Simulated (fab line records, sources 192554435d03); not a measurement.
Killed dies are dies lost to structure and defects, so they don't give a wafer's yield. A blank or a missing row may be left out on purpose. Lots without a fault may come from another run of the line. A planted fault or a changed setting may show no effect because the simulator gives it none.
Split-lot experiment | flow n5_finfet | 7 lots, 21 wafers read, on a route of 1938 steps

THE SPLIT
At N5_BEOL_M0_SAQP_COAT_08 (resist thk 90 nm), the setting spin_rpm was moved away from the recipe's 1500 rpm on 7 of the 21 wafers read, by -11.1% to -5.6%. The other wafers ran this setting at the recipe's value.

The reading is taken at the split's own step.

THE READING
CAR-ArF_of_BEOL_M0_SAQP_COAT_08.thk_nm (the simulator's own value, which no gauge read), in nm, at N5_BEOL_M0_SAQP_COAT_08 (resist thk 90 nm). The file gives no usual value for it. The 14 wafers here that ran the recipe average 90.0 nm, standard deviation 0.3 nm.

wafer  | tool, chamber at the split | spin_rpm as run, rpm | against the recipe | CAR-ArF_of_BEOL_M0_SAQP_COAT_08.thk_nm, nm | against lot-mates on the recipe
L074.1 | litho_track-03, 0          | 1500                 | recipe             | 89.8                                       | -
L074.5 | litho_track-03, 0          | 1500                 | recipe             | 90                                         | -
L074.6 | litho_track-03, 0          | 1500                 | recipe             | 89.6                                       | -
L079.2 | litho_track-02, 0          | 1334                 | -11.1%             | 95.4                                       | +5.2
L079.3 | litho_track-02, 0          | 1500                 | recipe             | 90.2                                       | -
L079.5 | litho_track-02, 0          | 1334                 | -11.1%             | 95.6                                       | +5.4
L082.1 | litho_track-04, 0          | 1500                 | recipe             | 90                                         | -
L082.2 | litho_track-04, 0          | 1500                 | recipe             | 90.2                                       | -
L082.3 | litho_track-04, 0          | 1399                 | -6.7%              | 93.2                                       | +3.1
L084.2 | litho_track-04, 0          | 1416                 | -5.6%              | 92.4                                       | +2.8
L084.5 | litho_track-04, 0          | 1416                 | -5.6%              | 92.4                                       | +2.8
L084.3 | litho_track-04, 0          | 1500                 | recipe             | 89.6                                       | -
L086.1 | litho_track-04, 0          | 1500                 | recipe             | 90.2                                       | -
L086.2 | litho_track-04, 0          | 1500                 | recipe             | 90.4                                       | -
L086.6 | litho_track-04, 0          | 1500                 | recipe             | 90.6                                       | -
L091.1 | litho_track-04, 0          | 1370                 | -8.7%              | 94.2                                       | +4.2
L091.3 | litho_track-04, 0          | 1500                 | recipe             | 90                                         | -
L091.5 | litho_track-04, 0          | 1370                 | -8.7%              | 93.8                                       | +3.8
L095.1 | litho_track-03, 0          | 1500                 | recipe             | 89.8                                       | -
L095.2 | litho_track-03, 0          | 1500                 | recipe             | 89.6                                       | -
L095.4 | litho_track-03, 0          | 1500                 | recipe             | 90.2                                       | -

THE FIT
A straight line over all 21 wafers: CAR-ArF_of_BEOL_M0_SAQP_COAT_08.thk_nm changes by -0.477 nm for each +1% of spin_rpm; r = -0.99; the points scatter about the line by 0.29 nm.
The same after taking each lot's own level away (the mean of its wafers on the recipe; 21 wafers): -0.474 nm for each +1%; r = -1.00; scatter 0.17 nm.
On that fit, the largest move of spin_rpm shifts the reading by 5.2 nm.
The lots' own levels span 89.60 to 90.40 nm, that is 2.7 times the standard deviation above.
So the lot-to-lot level changes the slope little: the two slopes agree.
Check: with one of the wafers moved furthest among these (-11.1%) left out of the fit, the line predicts +5.27 nm for it against its lot-mates. It came out at +5.2 nm against them.

THE FILE'S OWN FIT
CAR-ArF_of_BEOL_M0_SAQP_COAT_08.thk_nm changes by -0.474 nm for each +1% of spin_rpm, r = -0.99.
